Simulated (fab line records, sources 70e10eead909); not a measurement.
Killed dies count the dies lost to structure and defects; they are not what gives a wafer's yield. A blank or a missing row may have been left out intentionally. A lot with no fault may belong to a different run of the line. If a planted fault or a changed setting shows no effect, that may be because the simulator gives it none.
Comparing a struck lot with a sound one + flow nand harc + 15 out of 1302 route steps
Sound: wafers L607.2, L607.3, L607.6. Struck: wafers L602.4, L602.5. At the end, the cause is stated.
Order at every step that has rows: each side's tool, ch and its chambers, its first start. Under that, the readings that differ: sound wafers + struck wafers + difference of the means + sigmas: that difference in standard deviations of wafers without a fault.
alike: same words and numbers on both sides, and readings whose means sit less than 2 such deviations apart. not compared: any withheld reading, any reading some wafer has no value for, any bound like >300 that may hide the same value, and any number with overlapping values for which the record gives no deviation.
Wherever a step has rows on one side only, a row that says differs or no value, or a row with sigmas, the two part there. Numbers that don't overlap but have no deviation are shown without sigmas and don't part them. A reading that every wafer of one side lacks parts them only if that side has two wafers or more.

first, 5 steps without rows for these wafers: NHARC_A_CONTACT_SOFTBAKE_37 (time 55 s); NHARC_A_CONTACT_EBR_38; NHARC_A_CONTACT_EXPOSE_39 (exposes mask A CC 3); NHARC_A_CONTACT_PEB_40 (peb time 65 s); NHARC_A_CONTACT_DEVELOP_41 (develop time 35 s).
NHARC_A_CONTACT_CD_MEAS_42 targets a cd of 300 nm.
  sound on cd sem-02 ch 0, day 27 01:08; struck on cd sem-01 ch 0, day 24 20:31
  alike: cd nm
NHARC_A_CONTACT_OVL_MEAS_43:
  sound on overlay-02, day 27 01:14; struck on overlay-01, day 24 20:36
  alike: overlay x nm, overlay y nm
NHARC_A_CONTACT_INSPECT_44:
  sound on defect inspect-01, day 27 01:16; struck on defect inspect-02, day 24 20:38
  alike: raw defect count
NHARC_A_CONTACT_DESCUM_47: chemistry O2, time 3 s.
  sound on rie diel-01 ch 0,1,2, day 27 01:20; struck on rie diel-04 ch 0,2, day 24 20:43
  alike: drypump motor current A, oes product au, rf vpp V, showerhead plenum p Torr, throttle valve pct
  not compared: rf hours counter h
NHARC_A_CONTACT_ETCH_48: etches the open film in CF4, target depth 39 nm, time 65 s.
  sound on rie diel-01 ch 1,2,3, day 27 01:25; struck on rie diel-04 ch 1, day 24 20:47
  alike: bias w, cf4 flow sccm, drypump motor current A, oes product au, rf vpp V, run length s, showerhead plenum p Torr, throttle valve pct
  not compared: rf hours counter h
NHARC_A_CONTACT_ETCH_49: etches the open film in N2/H2, target depth 260 nm, time 475.3 s.
  sound on rie diel-01 ch 0,1,2; struck on rie diel-04 ch 1,2
  alike: bias w, drypump motor current A, h2 flow sccm, oes product au, rf vpp V, run length s, showerhead plenum p Torr, throttle valve pct
  not compared: rf hours counter h
NHARC_A_CONTACT_ETCH_50: etches the open film in CF4/CHF3, target depth 121 nm, time 60.5 s.
  sound on rie diel-01 ch 0,1,3; struck on rie diel-04 ch 1,2
  alike: bias w, cf4 flow sccm, drypump motor current A, oes product au, rf vpp V, run length s, showerhead plenum p Torr, throttle valve pct
  not compared: rf hours counter h
NHARC_A_CONTACT_ETCH_51: etches the open film in O2/COS, target depth 7000 nm, time 1820 s.
  sound on rie diel-01 ch 0,2,3, day 27 02:16; struck on rie diel-04 ch 3, day 24 21:26
| reading          | sound                | struck        | difference                    | sigmas      |
|------------------|----------------------|---------------|-------------------------------|-------------|
| bias w (W)       | 299.4 301.2 298.7    | - -           | no value on the struck wafers |             |
| run length s (s) | 1841.0 1840.2 1841.2 | 1309.9 1310.4 | -530.6                        | -99 or more |
  alike: drypump motor current A, oes product au, rf vpp V, showerhead plenum p Torr, throttle valve pct
  not compared: rf hours counter h
NHARC_A_CONTACT_ETCH_111: etches the open film in C4F8/O2/Ar, time 140 s, target depth 700 nm.
  sound on har cap etch-03 ch 0,1, day 27 03:16; struck on har cap etch-01 ch 0, day 24 22:35
  alike: run length s
  not compared: rf hours counter h
-- record jumps: 3 days between struck wafers' starts before vs after; left off in module A_CONTACT, resumes in module END, first step shown is number 1302 of the route --
NHARC_END_SORT_01:
  sound on prober-02 ch 0, day 29 20:08; struck on prober-01 ch 0, day 28 06:22
| reading         | sound    | struck  | difference | sigmas |
|-----------------|----------|---------|------------|--------|
| killed at array | 30 40 38 | 669 672 | +634       | +33    |
| killed dies     | 33 42 40 | 677 677 | +639       | +35    |
  alike: killed at other, killed at periphery, killed open, killed short

## WHERE THEY PART
Last at NHARC_END_SORT_01 as far as this record goes, first at NHARC_A_CONTACT_ETCH_51.

WHY: what had been put in by the simulator
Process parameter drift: rie diel-04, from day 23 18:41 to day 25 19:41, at NHARC_A_CONTACT_ETCH_51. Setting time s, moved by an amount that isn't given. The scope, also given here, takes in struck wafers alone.
